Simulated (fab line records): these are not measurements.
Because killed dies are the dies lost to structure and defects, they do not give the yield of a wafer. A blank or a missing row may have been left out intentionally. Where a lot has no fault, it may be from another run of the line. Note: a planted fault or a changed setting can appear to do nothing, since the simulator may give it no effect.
Matching of chambers | flow n5_finfet | 3 sister chambers for N5_BEOL_M0_SAQP_PECVD_00 on pecvd-04
The step deposits SiCN from 3MS/NH3, target thk 8 nm, time 14 s. 6 wafers are shown with their chamber, then 8 later ones without.

== WAFERS WITH THEIR CHAMBER ==
wafer  | chamber | throttle_valve_pct (%) | showerhead_plenum_p_Torr (Torr)
L081.4 | 1       | 9.3                    | 3.684
L081.5 | 0       | 10.1                   | 3.654
L085.3 | 2       | 9.0                    | 3.664
L085.4 | 0       | 9.9                    | 3.639
L085.5 | 1       | 9.5                    | 3.680
L089.1 | 2       | 8.8                    | 3.679

== WAFERS WITH NO CHAMBER GIVEN ==
wafer  | throttle_valve_pct (%) | showerhead_plenum_p_Torr (Torr)
L089.2 | 9.5                    | 3.676
L089.3 | 10.3                   | 3.642
L088.1 | 8.8                    | 3.675
L088.4 | 10.0                   | 3.646
L088.6 | 9.7                    | 3.685
L093.1 | 8.8                    | 3.671
L093.5 | 10.1                   | 3.639
L093.6 | 8.7                    | 3.678

== WHICH CHAMBER EACH WENT THROUGH ==
wafer  | from the rows above | in truth
L089.2 | 1                   | 1
L089.3 | 0                   | 0
L088.1 | 2                   | 2
L088.4 | 0                   | 0
L088.6 | 1                   | 1
L093.1 | 2                   | 2
L093.5 | 0                   | 0
L093.6 | 2                   | 2
Correct placement for 8 of the 8. Can't be placed from these rows: 0. Placed wrongly: 0.
How it was worked out, from the rows above alone: a wafer's distance from a chamber is the root of the sum, over the readings, of the square of ((its reading less the chamber's mean) divided by the reading's scatter). If the next closest chamber is less than 2 further off than the closest, the wafer can't be placed; otherwise it belongs to the closest. The mean given for a chamber averages the wafers shown for that chamber. The scatter: take each reading less its chamber's mean, square it, sum over the shown wafers, divide by the number of wafers less the number of chambers, and take the root.
